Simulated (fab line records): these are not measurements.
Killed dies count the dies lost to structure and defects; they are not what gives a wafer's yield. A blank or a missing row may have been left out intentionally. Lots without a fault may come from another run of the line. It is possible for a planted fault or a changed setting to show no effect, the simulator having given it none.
Matching of chambers -- flow nandHarc -- rieDiel-13 running NHARC_P_M0_STRIP_18: 4 sister chambers
The step strips in N2/H2. 27 wafers are shown with their chamber, then 12 later ones without.

== EACH WAFER AND ITS CHAMBER ==
wafer,chamber,drypumpMotorCurrentA (A),showerheadPlenumPTorr (Torr),oesProductAu (a.u.)
L074.3,2,6.2,1.94,1.007
L074.4,0,5.2,1.95,0.996
L074.5,0,5.2,1.95,0.999
L076.1,2,6.2,1.94,1.012
L076.4,0,5.2,1.95,1.014
L076.5,3,5.4,2.02,1.005
L077.1,1,5.2,2.05,1.001
L077.2,2,6.2,1.93,1.008
L077.5,0,5.2,1.95,1.019
L078.1,3,5.4,2.02,0.993
L078.2,0,5.2,1.95,1.009
L078.5,1,5.2,2.05,1.012
L083.1,1,5.2,2.05,0.991
L083.3,0,5.2,1.94,0.991
L083.6,2,6.2,1.93,1.002
L084.2,2,6.3,1.93,1.009
L084.5,2,6.3,1.93,1.001
L084.6,3,5.4,2.02,1.005
L086.1,3,5.4,2.02,0.999
L086.2,2,6.2,1.93,1.009
L086.5,2,6.2,1.93,0.999
L087.1,0,5.2,1.94,0.991
L087.2,2,6.2,1.93,1.013
L087.6,0,5.2,1.94,0.990
L088.2,1,5.2,2.04,0.989
L088.3,0,5.2,1.94,0.995
L088.6,3,5.4,2.02,1.002

SIGNATURES, as means of the wafers listed above
reading,chamber 0,chamber 1,chamber 2,chamber 3,scatter within a chamber
drypumpMotorCurrentA,5.200,5.200,6.222,5.400,0.026
showerheadPlenumPTorr,1.9456,2.0475,1.9322,2.0200,0.00444
oesProductAu,1.00044,0.99825,1.00667,1.00080,0.00826
Rule: for each reading, subtract the chamber's mean from the wafer's reading, divide by that reading's scatter and square the result; add these up over the readings and take the root, which gives the wafer's distance from the chamber. If the next closest chamber is less than 2 further off than the closest, the wafer can't be placed; otherwise it belongs to the closest. The scatter: the root of (the sum of the squares of (reading less its chamber's mean) over the shown wafers, divided by (wafers less chambers)).

== WAFERS WHOSE CHAMBER IS MISSING ==
wafer,drypumpMotorCurrentA (A),showerheadPlenumPTorr (Torr),oesProductAu (a.u.)
L089.2,5.2,1.94,0.988
L089.4,5.2,2.04,0.989
L089.6,6.2,1.93,0.990
L090.1,5.2,2.04,1.007
L090.2,5.4,2.02,1.018
L090.3,5.2,1.94,1.001
L091.3,5.2,2.04,0.992
L091.5,5.2,1.94,0.992
L091.6,5.2,2.04,1.001
L094.2,5.2,2.04,0.996
L094.5,6.2,1.93,0.994
L094.6,5.2,2.04,0.980

== THE CHAMBER EACH PASSED THROUGH ==
wafer,from the rows above,in truth
L089.2,0,0
L089.4,1,1
L089.6,2,2
L090.1,1,1
L090.2,3,3
L090.3,0,0
L091.3,1,1
L091.5,0,0
L091.6,1,1
L094.2,1,1
L094.5,2,2
L094.6,1,1
Correct placement for 12 of the 12. Number that these rows cannot place: 0. Number placed wrongly: 0.
